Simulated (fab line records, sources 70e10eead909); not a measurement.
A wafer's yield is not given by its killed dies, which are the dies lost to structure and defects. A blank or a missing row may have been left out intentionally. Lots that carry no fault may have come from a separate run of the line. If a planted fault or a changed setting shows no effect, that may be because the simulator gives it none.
Matching of chambers | flow nand_harc | NHARC_A_STAIRCASE_DEP_322 on pecvd-02: 3 sister chambers
The step deposits SiO2, target thk 7200 nm. 16 wafers are shown with their chamber, then 8 later ones without.

## EACH WAFER AND ITS CHAMBER
wafer  | chamber | heater_power_w (W)
L079.1 | 2       | 628
L079.2 | 0       | 608
L079.4 | 0       | 507
L081.1 | 0       | 562
L081.2 | 1       | 649
L081.5 | 2       | 511
L082.2 | 1       | 776
L082.3 | 0       | 611
L082.4 | 0       | 501
L084.1 | 2       | 616
L084.3 | 1       | 646
L084.6 | 1       | 637
L087.2 | 0       | 608
L087.3 | 1       | 700
L087.4 | 1       | 625
L094.1 | 0       | 658

SIGNATURES, as means of the wafers listed above
reading        | chamber 0 | chamber 1 | chamber 2 | scatter within a chamber
heater_power_w | 579.29    | 672.17    | 585.00    | 58.9
Rule: a wafer lies at a distance from a chamber equal to the root of the sum of squares, over the readings, of (its reading less the chamber's mean, divided by the reading's scatter). The wafer belongs to the nearest chamber; if the next one is less than 2 further off, it can't be placed. The scatter is the square root of a quotient: the sum, over the shown wafers, of each reading's squared deviation from its chamber's mean, divided by wafers minus chambers.

## WAFERS WHOSE CHAMBER IS MISSING
wafer  | heater_power_w (W)
L094.5 | 529
L094.6 | 507
L094.2 | 636
L094.3 | 495
L094.4 | 549
L097.3 | 748
L097.4 | 682
L097.5 | 558

## WHICH CHAMBER EACH WENT THROUGH
wafer  | from the rows above          | in truth
L094.5 | can't be placed: 0 or 2 or 1 | 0
L094.6 | can't be placed: 0 or 2 or 1 | 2
L094.2 | can't be placed: 1 or 2 or 0 | 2
L094.3 | can't be placed: 0 or 2 or 1 | 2
L094.4 | can't be placed: 0 or 2 or 1 | 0
L097.3 | can't be placed: 1 or 2 or 0 | 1
L097.4 | can't be placed: 1 or 2 or 0 | 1
L097.5 | can't be placed: 0 or 2 or 1 | 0
Correct placement for 0 of the 8. These rows do not allow placing 8 (true chamber among the candidates in 8). Placed wrongly: 0.
